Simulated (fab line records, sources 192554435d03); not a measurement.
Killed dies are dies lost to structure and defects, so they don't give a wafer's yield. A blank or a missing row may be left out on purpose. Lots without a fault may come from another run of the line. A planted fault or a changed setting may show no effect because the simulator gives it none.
Chamber matching | flow n5_finfet | N5_BEOL_M5_STRIP_64 on rie_diel-06: 4 sister chambers
The step strips in CF4. 4 wafers are shown with their chamber, then 8 later ones without.

WAFERS WITH THEIR CHAMBER
wafer  | chamber | showerhead_plenum_p_Torr (Torr)
L082.3 | 0       | 1.76
L086.4 | 2       | 1.85
L086.5 | 3       | 1.81
L087.2 | 1       | 1.75

WAFERS WITHOUT THEIR CHAMBER
wafer  | showerhead_plenum_p_Torr (Torr)
L087.5 | 1.81
L087.6 | 1.85
L093.1 | 1.81
L093.2 | 1.85
L093.5 | 1.75
L096.1 | 1.84
L096.2 | 1.76
L096.3 | 1.80

WHICH CHAMBER EACH WENT THROUGH
wafer  | from the rows above | in truth
L087.5 | 3                   | 3
L087.6 | 2                   | 2
L093.1 | 3                   | 3
L093.2 | 2                   | 2
L093.5 | 1                   | 1
L096.1 | 2                   | 2
L096.2 | 0                   | 0
L096.3 | 3                   | 3
Placed correctly: 8 of 8. Can't be placed from these rows: 0. Placed wrongly: 0.
How it was worked out, from the rows above alone: a wafer's distance from a chamber is the root of the sum, over the readings, of the square of ((its reading less the chamber's mean) divided by the reading's scatter). The wafer belongs to the nearest chamber; if the next one is less than 2 further off, it can't be placed. A chamber's mean is the mean of its shown wafers. The scatter: with one shown wafer a chamber, the root of the mean of the squares of how far each hidden wafer lies from its nearest shown one.
